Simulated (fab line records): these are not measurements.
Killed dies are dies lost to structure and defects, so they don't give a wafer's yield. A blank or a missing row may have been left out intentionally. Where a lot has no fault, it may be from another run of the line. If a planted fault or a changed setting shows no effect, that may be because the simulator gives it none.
Struck lot and sound lot, side by side + flow n5-finfet + 37 out of 1938 route steps
Sound: these wafers, L275.1, L275.2, L275.5. The struck wafers were L295.1, L295.4, L295.6. Last of all comes the cause.
Each step with rows lists, per side, the tool, then ch with its chambers, then its first start. Under that, the readings that differ: sound wafers + struck wafers + difference of the means + sigmas: that difference in standard deviations of wafers without a fault.
alike: a reading whose means differ by less than 2 such deviations, as well as words and numbers matching on both sides. not compared: withheld readings; readings where some wafer has no value; bounds like >300 that might hide an equal value; numbers whose values overlap and for which the record gives no deviation.
Wherever a step has rows on one side only, a row that says differs or no value, or a row with sigmas, the two part there. When numbers do not overlap yet have no deviation, they are printed without sigmas and do not part them. A reading that every wafer of one side lacks parts them only if that side has two wafers or more.

first, 9 steps without rows for these wafers: N5_BEOL_M4_ANNEAL_95 (time 240 s); N5_BEOL_M4_SPUTTER_96 (material Cu, target thk 4.5 nm, time 8.29 s); N5_BEOL_M4_ECD_50 (material Cu, target thk 300 nm); N5_BEOL_M4_ANNEAL_51 (time 90 s); N5_BEOL_M4_CMP_52 (polishes, stops on SiOC, t overpolish 6.8 s, target thk 40 nm); N5_BEOL_M4_PRE_CLEAN_60 (time 15 s); N5_BEOL_M4_CO_CAP_55 (material Co, precursor CCTBA/H2, target thk 2 nm, time 102.1 s); N5_BEOL_M4_PRE_CLEAN_56 (time 15 s); N5_BEOL_M4_DEP_57 (deposits SiCN from 3MS/NH3, target thk 8 nm, time 14 s).
N5_BEOL_M4_RC_MEAS_101:
  sound on prober-01 ch 0, day 7 22:02; struck on prober-02 ch 0, day 13 00:50
  alike: DIBL_N, DIBL_P, IOFF_N, IOFF_P, ION_N, ION_P, SS_N, SS_P, VT_N, VT_P
then, 24 steps without rows for these wafers: N5_BEOL_M5_ILD_DEP_00 (deposits SiCOH lowk from DEMS/porogen, target thk 140.64 nm, time 25.9 s); N5_BEOL_M5_CURE_79 (cures SiCOH lowk, time 240 s); N5_BEOL_M5_PECVD_70 (deposits SiO2 from TEOS/O2, target thk 16 nm, time 18 s); N5_BEOL_M5_HM_DEP_02 (deposits TiN, target thk 20 nm); N5_BEOL_M5_COAT_59 (time 60 s, resist thk 60 nm); N5_BEOL_M5_COAT_60 (time 60 s, resist thk 12 nm); N5_BEOL_M5_COAT_71 (time 60 s, resist thk 5 nm); N5_BEOL_M5_COAT_05 (resist thk 30 nm); N5_BEOL_M5_EBR_07; N5_BEOL_M5_SOFTBAKE_06 (time 60 s); N5_BEOL_M5_EXPOSE_08 (exposes mask M5, target cd 28 nm); N5_BEOL_M5_PEB_09 (peb time 60 s); N5_BEOL_M5_DEVELOP_10 (develop time 30 s); N5_BEOL_M5_DESCUM_16 (chemistry O2, time 7 s); N5_BEOL_M5_ETCH_72 (etches underlayer in N2/H2, target depth 6.5 nm, time 5.2 s); N5_BEOL_M5_ETCH_61 (etches SiARC in CF4, target depth 15.6 nm, time 26 s); N5_BEOL_M5_ETCH_62 (etches SOC in N2/H2, target depth 75 nm, overetch 15 nm, time 112.5 s); N5_BEOL_M5_STRIP_63 (strips in N2/H2); N5_BEOL_M5_STRIP_73 (strips in N2/H2); N5_BEOL_M5_STRIP_64 (strips in CF4); N5_BEOL_M5_HM_OPEN_17 (chemistry Cl2/BCl3, target TiN, target depth 20 nm, overetch 6 nm); N5_BEOL_M5_STRIP_19 (strips in O2); N5_BEOL_M5_COAT_65 (time 60 s, resist thk 60 nm); N5_BEOL_M5_COAT_66 (time 60 s, resist thk 12 nm).
N5_BEOL_M7_ETCH_66: etches SOC in N2/H2, target depth 80 nm, overetch 16 nm, time 120 s.
  sound on rie-diel-03 ch 1,2,3, day 8 19:17; struck on rie-diel-04 ch 0,2,3, day 14 03:00
  no value came back on the struck wafers for any of 7 readings (bias-w (W), chamber-pressure-mTorr (mTorr) and others); on the sound wafers bias-w (W) reads 150.3 149.8 149.9
| reading                                         | sound       | struck         | difference | sigmas |
|-------------------------------------------------|-------------|----------------|------------|--------|
| model.CAR-EUV_of_BEOL_M7_COAT_22.thk-nm (nm)    | 0 0 0       | 11.2 11.2 11.2 | +11.2      |        |
| model.SiARC_of_BEOL_M7_COAT_64.thk-nm (nm)      | 6.4 6.6 6.6 | 12 12 12       | +5         |        |
| model.underlayer_of_BEOL_M7_COAT_71.thk-nm (nm) | 0 0 0       | 5 5 5          | +5         |        |
  not compared: rf-hours-counter-h
N5_BEOL_M7_VIA_ETCH_34: etches SiCOH lowk in C4F6/O2, target depth 125.5 nm, time 50.5 s.
  sound on rie-diel-03 ch 1,2,3, day 8 19:23; struck on rie-diel-04 ch 0,2,3, day 14 03:06
| reading               | sound          | struck         | difference | sigmas |
|-----------------------|----------------|----------------|------------|--------|
| oes-product-au (a.u.) | 0.74 0.74 0.74 | 0.38 0.26 0.25 | -0.44      | -5     |
  alike: C4F6_flow_sccm, O2_flow_sccm, drypump-motor-current-A, rf-vpp-V, showerhead-plenum-p-Torr, throttle-valve-pct
  not compared: rf-hours-counter-h
-- record jumps: 3 days separate the struck wafers' starts on either side; left off in module BEOL_M7, taken up again in module PASSIVATION, whose first shown step is the route's number 1936 --
N5_PASSIVATION_PROBE_49:
  struck on prober-01, day 17 07:38; sound on prober-01, day 11 18:36
| reading                  | sound          | struck         | difference | sigmas      |
|--------------------------|----------------|----------------|------------|-------------|
| defect-limited-yield (%) | 88.4 89.6 91.4 | 0 0 0          | -90        | -60         |
| killed_at_M0_to_M3       | 60 58 46       | 37 23 22       | -27        | -3          |
| killed_at_M4_up          | 17 6 6         | 1064 1127 1117 | +1093      | +99 or more |
| killed-dies              | 137 123 101    | 1180 1180 1180 | +1060      | +59         |
| killed-on-rim            | 18 26 15       | 152 152 152    | +132       | +31         |
| sort_bin_5_function (%)  | 8.1 6.4 5.3    | 95.2 97.6 97.5 | +90.2      | +82         |
| sort-n-pass              | 1043 1057 1079 | 0 0 0          | -1060      | -59         |
| sort-yield-pct (%)       | 88.4 89.6 91.4 | 0 0 0          | -90        | -60         |
  alike: killed-at-contacts, killed-at-front-end, killed-at-other, killed-open, killed-short, sort_bin_6_memory

## WHERE THEY PART
Earliest at N5_BEOL_M7_ETCH_66; latest, in this record, at N5_PASSIVATION_PROBE_49.

WHY: the cause the simulator had injected
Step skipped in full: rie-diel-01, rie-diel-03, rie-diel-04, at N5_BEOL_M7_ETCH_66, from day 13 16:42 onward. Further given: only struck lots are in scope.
